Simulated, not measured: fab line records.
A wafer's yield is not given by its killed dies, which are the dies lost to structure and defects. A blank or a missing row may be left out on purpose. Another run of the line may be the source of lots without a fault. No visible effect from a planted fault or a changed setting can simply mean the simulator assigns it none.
Matching of chambers / flow nand harc / NHARC_P_M2_DEP_33 on pecvd-02 has 3 sister chambers
The step deposits SiCN, target thk 30 nm. 3 wafers are shown with their chamber, then 9 later ones without.

== WAFERS, EACH WITH ITS CHAMBER ==
wafer=L092.1; chamber=2; heater power w (W)=829
wafer=L092.2; chamber=0; heater power w (W)=671
wafer=L092.4; chamber=1; heater power w (W)=676

== WAFERS WHOSE CHAMBER IS MISSING ==
wafer=L094.1; heater power w (W)=688
wafer=L094.4; heater power w (W)=593
wafer=L094.5; heater power w (W)=683
wafer=L095.2; heater power w (W)=677
wafer=L095.5; heater power w (W)=670
wafer=L095.6; heater power w (W)=795
wafer=L096.1; heater power w (W)=710
wafer=L096.3; heater power w (W)=632
wafer=L096.4; heater power w (W)=801

== CHAMBER TAKEN BY EACH ==
wafer=L094.1; from the rows above=can't be placed: 1 or 0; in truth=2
wafer=L094.4; from the rows above=can't be placed: 0 or 1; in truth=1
wafer=L094.5; from the rows above=can't be placed: 1 or 0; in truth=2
wafer=L095.2; from the rows above=can't be placed: 1 or 0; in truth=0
wafer=L095.5; from the rows above=can't be placed: 0 or 1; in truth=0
wafer=L095.6; from the rows above=2; in truth=2
wafer=L096.1; from the rows above=can't be placed: 1 or 0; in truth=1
wafer=L096.3; from the rows above=can't be placed: 0 or 1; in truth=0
wafer=L096.4; from the rows above=2; in truth=2
2 of 9 placed correctly. Not placeable from these rows: 7 (in 5, the candidates include the true chamber). 0 placed wrongly.
How it was worked out, from the rows above alone: a wafer's distance from a chamber is the root of the sum, over the readings, of the square of ((its reading less the chamber's mean) divided by the reading's scatter). The wafer belongs to the nearest chamber; if the next one is less than 2 further off, it can't be placed. A chamber's mean is the mean of its shown wafers. The scatter (one wafer shown for each chamber): square how far every hidden wafer sits from the nearest shown wafer, average those squares and take the square root.
